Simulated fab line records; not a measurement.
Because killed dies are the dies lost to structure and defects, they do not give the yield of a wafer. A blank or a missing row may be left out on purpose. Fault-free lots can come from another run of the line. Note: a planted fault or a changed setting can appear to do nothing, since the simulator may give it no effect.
A struck lot beside a sound one    flow nandHarc    41 out of 1159 route steps
Sound: wafers L722.1, L722.3, L722.6. The struck wafers were L736.2, L736.5, L736.6. The cause comes at the end.
Each step with rows lists, per side, the tool, then ch with its chambers, then its first start. Under that, the readings that differ: sound wafers    struck wafers    difference of the means    sigmas: that difference in standard deviations of wafers without a fault.
alike: same words and numbers on both sides, and readings whose means sit less than 2 such deviations apart. not compared: any withheld reading, any reading some wafer has no value for, any bound like >300 that may hide the same value, and any number with overlapping values for which the record gives no deviation.
Wherever a step has rows on one side only, a row that says differs or no value, or a row with sigmas, the two part there. Numbers that don't overlap but have no deviation are shown without sigmas and don't part them. A reading that every wafer of one side lacks parts them only if that side has two wafers or more.

NHARC_P_STI_INSPECT_11:
  sound on defectInspect-02 at day 3 04:02; struck on defectInspect-02 at day 6 16:53
  alike: rawDefectCount
then, 2 steps without rows for these wafers: NHARC_P_STI_HARDBAKE_13 (time 65 s); NHARC_P_STI_DESCUM_14 (chemistry O2, time 3 s).
NHARC_P_STI_ETCH_42: etches the open film in N2/H2, target depth 80 nm, overetch 24 nm, time 61 s.
  sound on rieDiel-11 ch 1,3, day 3 04:16; struck on rieDiel-05 ch 0,1,3, day 6 17:07
reading                   sound        struck       difference  sigmas
drypumpMotorCurrentA (A)  5.2 5.2 5.2  5.8 6.1 5.8  +0.7        +2
  alike: biasW, n2FlowSccm, oesProductAu, rfVppV, showerheadPlenumPTorr, throttleValvePct
  not compared: rfHoursCounterH
NHARC_P_STI_ETCH_31: etches the open film in CF4/CHF3, target depth 108.9 nm, time 54.5 s.
  sound on rieDiel-11 ch 1,2; struck on rieDiel-05 ch 0,1,3
  alike: biasW, drypumpMotorCurrentA, oesProductAu, rfVppV, showerheadPlenumPTorr, throttleValvePct
  not compared: rfHoursCounterH
NHARC_P_STI_ETCH_15: etches the open film in HBr/Cl2, target depth 300 nm, time 100.1 s.
  sound on rieSi-01 ch 0,2,3, day 3 04:28; struck on rieSi-01 ch 2,3, day 6 17:19
  alike: biasW, drypumpMotorCurrentA, oesProductAu, throttleValvePct
  not compared: rfHoursCounterH
NHARC_P_STI_CD_MEAS_16:
  sound on cdSem-03 at day 3 04:38; struck on cdSem-03 at day 6 17:28
  alike: cdNm
NHARC_P_STI_OCD_MEAS_17:
  sound on ocd-02 at day 3 04:43; struck on ocd-01 at day 6 17:33
  alike: trenchDepthNm, trenchFootCdNm
then, 3 steps without rows for these wafers: NHARC_P_STI_STRIP_19 (strips in SPM, time 900 s); NHARC_P_STI_PRECLEAN_32 (cleans in SC1); NHARC_P_STI_SRD_23.
NHARC_P_STI_OCD_MEAS_43:
  sound on ocd-02 at day 3 05:13; struck on ocd-01 at day 6 18:04
  alike: trenchDepthNm, trenchFootCdNm
NHARC_P_STI_OXIDE_33: material SiO2, target thk 10 nm, ox time 281 s.
  sound on furnace-08 ch 0, day 3 10:52; struck on furnace-08 ch 0, day 6 18:10
  alike: zonePowerLowerPct
then, 2 steps without rows for these wafers: NHARC_P_STI_HDPCVD_20 (deposits SiO2); NHARC_P_STI_ANNEAL_34 (time 1800 s).
NHARC_P_STI_CMP_21: polishes, t overpolish 20 s, target thk 380.67 nm.
  sound on cmp-02 ch 0,1,3, day 4 02:07; struck on cmp-04 ch 0,1, day 7 08:02
  alike: motorCurrentA, overpolishRunS
  not compared: padLifeWafers
then, 19 steps without rows for these wafers: NHARC_P_STI_SRD_35; NHARC_P_STI_ETCH_36 (etches SiO2 in dHF, target depth 38.8 nm); NHARC_P_STI_STRIP_24 (strips Si3N4 in H3PO4); NHARC_P_STI_ETCH_37 (etches SiO2 in dHF, target depth 11 nm); NHARC_P_STI_PRECLEAN_38 (cleans in SC1); NHARC_P_STI_SRD_39; NHARC_P_STI_OXIDE_40 (material SiO2, target thk 10 nm, ox time 1362 s); NHARC_P_GATE_ETCH_69 (etches SiO2 in dHF, target depth 14 nm); NHARC_P_GATE_PRECLEAN_70 (cleans in SC1); NHARC_P_GATE_SRD_01; NHARC_P_GATE_OXIDE_02 (material SiO2, target thk 37.5 nm, ox time 365 s); NHARC_P_GATE_DEHYDRATE_03 (time 120 s); NHARC_P_GATE_HMDS_04 (time 30 s); NHARC_P_GATE_COAT_05; NHARC_P_GATE_SOFTBAKE_06 (time 95 s); NHARC_P_GATE_EBR_07; NHARC_P_GATE_EXPOSE_08 (exposes mask P HV); NHARC_P_GATE_PEB_09 (peb time 85 s); NHARC_P_GATE_DEVELOP_10 (time 70 s).
NHARC_P_GATE_CD_MEAS_11: target cd 1640 nm.
  sound on cdSem-01 ch 0, day 4 18:36; struck on cdSem-02 ch 0, day 8 02:34
  alike: cdNm
then, 1 step without rows for these wafers: NHARC_P_GATE_HARDBAKE_12 (time 80 s).
NHARC_P_GATE_DESCUM_13: chemistry O2, time 3 s.
  sound on rieDiel-09 ch 2,3, day 4 18:46; struck on rieDiel-09 ch 0,3, day 8 02:43
  alike: drypumpMotorCurrentA, oesProductAu, rfVppV, showerheadPlenumPTorr, throttleValvePct
  not compared: rfHoursCounterH
then, 2 steps without rows for these wafers: NHARC_P_GATE_ETCH_14 (etches SiO2 in dHF, target depth 48.8 nm); NHARC_P_GATE_STRIP_15 (strips in SPM, time 780 s).
-- record jumps: 16 days between struck wafers' starts before vs after; left off in module P_GATE, resumes in module END, first step shown is number 1159 of the route --
NHARC_END_SORT_01:
  here the record holds rows for the struck wafers (prober-01 ch 0, day 23 15:34) but none for the sound ones

== WHERE THEY PART ==
At NHARC_P_STI_ETCH_42 first; at NHARC_END_SORT_01 last (within this record only).

WHY: what had been put in by the simulator
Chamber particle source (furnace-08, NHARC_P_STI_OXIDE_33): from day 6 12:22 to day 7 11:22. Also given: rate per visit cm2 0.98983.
